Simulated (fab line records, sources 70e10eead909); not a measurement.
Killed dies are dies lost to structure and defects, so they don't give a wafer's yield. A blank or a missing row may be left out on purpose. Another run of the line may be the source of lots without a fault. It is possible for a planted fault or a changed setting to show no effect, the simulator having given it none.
Check for tools in common / flow nand harc / 12 lots and 36 wafers in the sample

WHY THIS WAS OPENED
At NHARC_P_GATE_INSPECT_68 the reading raw defect count is flagged on 2 of 12 lots. Wafers without a fault read 186, standard deviation 75.
Rule: a lot is flagged in two cases, either no wafer of it has a number, or all its wafers with numbers fall more than 4 standard deviations from that mean. All remaining lots are regarded as sound.

lot=L956; measured=day 7 05:59; on=defect inspect-02; raw defect count, wafer by wafer=158 174 167; flag=
lot=L958; measured=day 7 15:58; on=defect inspect-01; raw defect count, wafer by wafer=158 133 168; flag=
lot=L959; measured=day 8 08:09; on=defect inspect-01; raw defect count, wafer by wafer=1600 1548 1513; flag=FLAGGED
lot=L960; measured=day 8 18:33; on=defect inspect-02; raw defect count, wafer by wafer=185 117 177; flag=
lot=L961; measured=day 9 07:37; on=defect inspect-02; raw defect count, wafer by wafer=1573 1509 1511; flag=FLAGGED
lot=L968; measured=day 11 22:28; on=defect inspect-01; raw defect count, wafer by wafer=278 157 203; flag=
lot=L969; measured=day 12 17:35; on=defect inspect-01; raw defect count, wafer by wafer=133 164 153; flag=
lot=L970; measured=day 12 21:07; on=defect inspect-02; raw defect count, wafer by wafer=190 133 134; flag=
lot=L971; measured=day 13 05:43; on=defect inspect-01; raw defect count, wafer by wafer=114 161 112; flag=
lot=L972; measured=day 13 19:02; on=defect inspect-01; raw defect count, wafer by wafer=240 213 291; flag=
lot=L974; measured=day 15 00:10; on=defect inspect-01; raw defect count, wafer by wafer=93 197 219; flag=
lot=L976; measured=day 15 10:17; on=defect inspect-01; raw defect count, wafer by wafer=276 142 187; flag=
The mean of the flagged lots' numbers is 1542, +1356 from the usual (+18 standard deviations).

LOT BY LOT: THE TOOL USED
The record holds 4 process steps before the reading, out of a route of 1302 steps. Cell contents, in order: the tool; ch with the chambers the sampled wafers went through; the start.
lot=L956; flag=; NHARC_P_GATE_STRIP_111=plasma asher-02 ch 0,1, day 7 00:12; NHARC_P_GATE_DESCUM_61=rie diel-03 ch 2,3, day 7 01:23; NHARC_P_GATE_STRIP_76=plasma asher-02 ch 0,1, day 7 02:02; NHARC_P_GATE_RTA_80=rtp anneal-01 ch 0, day 7 05:23
lot=L958; flag=; NHARC_P_GATE_STRIP_111=plasma asher-02 ch 0,1, day 7 10:03; NHARC_P_GATE_DESCUM_61=rie diel-11 ch 0,1,2, day 7 11:19; NHARC_P_GATE_STRIP_76=plasma asher-02 ch 0,1, day 7 11:56; NHARC_P_GATE_RTA_80=rtp anneal-02 ch 0, day 7 15:18
lot=L959; flag=FLAGGED; NHARC_P_GATE_STRIP_111=plasma asher-02 ch 0,1, day 8 01:41; NHARC_P_GATE_DESCUM_61=rie diel-07 ch 1,2, day 8 03:01; NHARC_P_GATE_STRIP_76=plasma asher-02 ch 0,1, day 8 03:42; NHARC_P_GATE_RTA_80=rtp anneal-02 ch 0, day 8 07:31
lot=L960; flag=; NHARC_P_GATE_STRIP_111=plasma asher-01 ch 0,1, day 8 12:46; NHARC_P_GATE_DESCUM_61=rie diel-11 ch 0,3, day 8 13:55; NHARC_P_GATE_STRIP_76=plasma asher-02 ch 0,1, day 8 14:34; NHARC_P_GATE_RTA_80=rtp anneal-02 ch 0, day 8 17:57
lot=L961; flag=FLAGGED; NHARC_P_GATE_STRIP_111=plasma asher-02 ch 0,1, day 9 01:44; NHARC_P_GATE_DESCUM_61=rie diel-03 ch 2,3, day 9 03:01; NHARC_P_GATE_STRIP_76=plasma asher-02 ch 0,1, day 9 03:40; NHARC_P_GATE_RTA_80=rtp anneal-01 ch 0, day 9 07:01
lot=L968; flag=; NHARC_P_GATE_STRIP_111=plasma asher-01 ch 0,1, day 11 16:41; NHARC_P_GATE_DESCUM_61=rie diel-07 ch 1,2, day 11 17:59; NHARC_P_GATE_STRIP_76=plasma asher-02 ch 0,1, day 11 18:38; NHARC_P_GATE_RTA_80=rtp anneal-01 ch 0, day 11 21:52
lot=L969; flag=; NHARC_P_GATE_STRIP_111=plasma asher-02 ch 0,1, day 12 11:25; NHARC_P_GATE_DESCUM_61=rie diel-11 ch 0,2,3, day 12 12:46; NHARC_P_GATE_STRIP_76=plasma asher-01 ch 0,1, day 12 13:23; NHARC_P_GATE_RTA_80=rtp anneal-02 ch 0, day 12 16:58
lot=L970; flag=; NHARC_P_GATE_STRIP_111=plasma asher-01 ch 0,1, day 12 15:07; NHARC_P_GATE_DESCUM_61=rie diel-11 ch 0,2, day 12 16:31; NHARC_P_GATE_STRIP_76=plasma asher-02 ch 1, day 12 17:08; NHARC_P_GATE_RTA_80=rtp anneal-01 ch 0, day 12 20:27
lot=L971; flag=; NHARC_P_GATE_STRIP_111=plasma asher-02 ch 0,1, day 12 23:56; NHARC_P_GATE_DESCUM_61=rie diel-11 ch 2,3, day 13 01:07; NHARC_P_GATE_STRIP_76=plasma asher-01 ch 0,1, day 13 01:46; NHARC_P_GATE_RTA_80=rtp anneal-02 ch 0, day 13 05:07
lot=L972; flag=; NHARC_P_GATE_STRIP_111=plasma asher-02 ch 0,1, day 13 13:02; NHARC_P_GATE_DESCUM_61=rie diel-03 ch 0,1,2, day 13 14:19; NHARC_P_GATE_STRIP_76=plasma asher-02 ch 0,1, day 13 14:57; NHARC_P_GATE_RTA_80=rtp anneal-01 ch 0, day 13 18:25
lot=L974; flag=; NHARC_P_GATE_STRIP_111=plasma asher-02 ch 0,1, day 14 17:42; NHARC_P_GATE_DESCUM_61=rie diel-11 ch 0,2,3, day 14 19:06; NHARC_P_GATE_STRIP_76=plasma asher-02 ch 0,1, day 14 19:43; NHARC_P_GATE_RTA_80=rtp anneal-01 ch 0, day 14 23:31
lot=L976; flag=; NHARC_P_GATE_STRIP_111=plasma asher-01 ch 0,1, day 15 04:28; NHARC_P_GATE_DESCUM_61=rie diel-03 ch 0,1,3, day 15 05:47; NHARC_P_GATE_STRIP_76=plasma asher-02 ch 0,1, day 15 06:26; NHARC_P_GATE_RTA_80=rtp anneal-01 ch 0, day 15 09:37
What these steps do:
- NHARC_P_GATE_STRIP_111: strips in N2/H2, time 250 s.
- NHARC_P_GATE_DESCUM_61: chemistry O2, time 3 s.
- NHARC_P_GATE_STRIP_76: strips in O2.
- NHARC_P_GATE_RTA_80: time 30 s.
- NHARC_P_GATE_INSPECT_68

FLAGGED AGAINST TOTAL, ONE TOOL AT A TIME (gauges that did the reading follow at the end)
step=NHARC_P_GATE_STRIP_111; tool=plasma asher-01; lots run=4; flagged=0; share of the flagged lots=none; sound lots run after its first flagged lot=-
step=NHARC_P_GATE_STRIP_111; tool=plasma asher-02; lots run=8; flagged=2; share of the flagged lots=all; sound lots run after its first flagged lot=4 (L969,L971,L972,L974)
step=NHARC_P_GATE_DESCUM_61; tool=rie diel-03; lots run=4; flagged=1; share of the flagged lots=some; sound lots run after its first flagged lot=2 (L972,L976)
step=NHARC_P_GATE_DESCUM_61; tool=rie diel-07; lots run=2; flagged=1; share of the flagged lots=some; sound lots run after its first flagged lot=1 (L968)
step=NHARC_P_GATE_DESCUM_61; tool=rie diel-11; lots run=6; flagged=0; share of the flagged lots=none; sound lots run after its first flagged lot=-
step=NHARC_P_GATE_STRIP_76; tool=plasma asher-01; lots run=2; flagged=0; share of the flagged lots=none; sound lots run after its first flagged lot=-
step=NHARC_P_GATE_STRIP_76; tool=plasma asher-02; lots run=10; flagged=2; share of the flagged lots=all; sound lots run after its first flagged lot=6 (L960,L968,L970,L972,L974,L976)
step=NHARC_P_GATE_RTA_80; tool=rtp anneal-01; lots run=7; flagged=1; share of the flagged lots=some; sound lots run after its first flagged lot=5 (L968,L970,L972,L974,L976)
step=NHARC_P_GATE_RTA_80; tool=rtp anneal-02; lots run=5; flagged=1; share of the flagged lots=some; sound lots run after its first flagged lot=3 (L960,L969,L971)
step=NHARC_P_GATE_INSPECT_68; tool=defect inspect-01; lots run=8; flagged=1; share of the flagged lots=some; sound lots run after its first flagged lot=6 (L968,L969,L971,L972,L974,L976)
step=NHARC_P_GATE_INSPECT_68; tool=defect inspect-02; lots run=4; flagged=1; share of the flagged lots=some; sound lots run after its first flagged lot=1 (L970)

WHAT THE TABLE ALLOWS
Table rows that saw every flagged lot: 2, namely plasma asher-02 at NHARC_P_GATE_STRIP_111 and plasma asher-02 at NHARC_P_GATE_STRIP_76.
- plasma asher-02 at NHARC_P_GATE_STRIP_111: 2 of its 8 lots flagged. Sound lots followed the first flagged one (L969, L971, L972, L974) on it, something a lasting fault affecting the whole tool could not allow.
- plasma asher-02 at NHARC_P_GATE_STRIP_76: 2 of its 10 lots flagged. Sound lots followed the first flagged one (L960, L968, L970, L972, L974, L976) on it, something a lasting fault affecting the whole tool could not allow.
Every row of the table either missed a flagged lot or ran a sound lot after the first.

WHAT HAD BEEN PUT IN BY THE SIMULATOR
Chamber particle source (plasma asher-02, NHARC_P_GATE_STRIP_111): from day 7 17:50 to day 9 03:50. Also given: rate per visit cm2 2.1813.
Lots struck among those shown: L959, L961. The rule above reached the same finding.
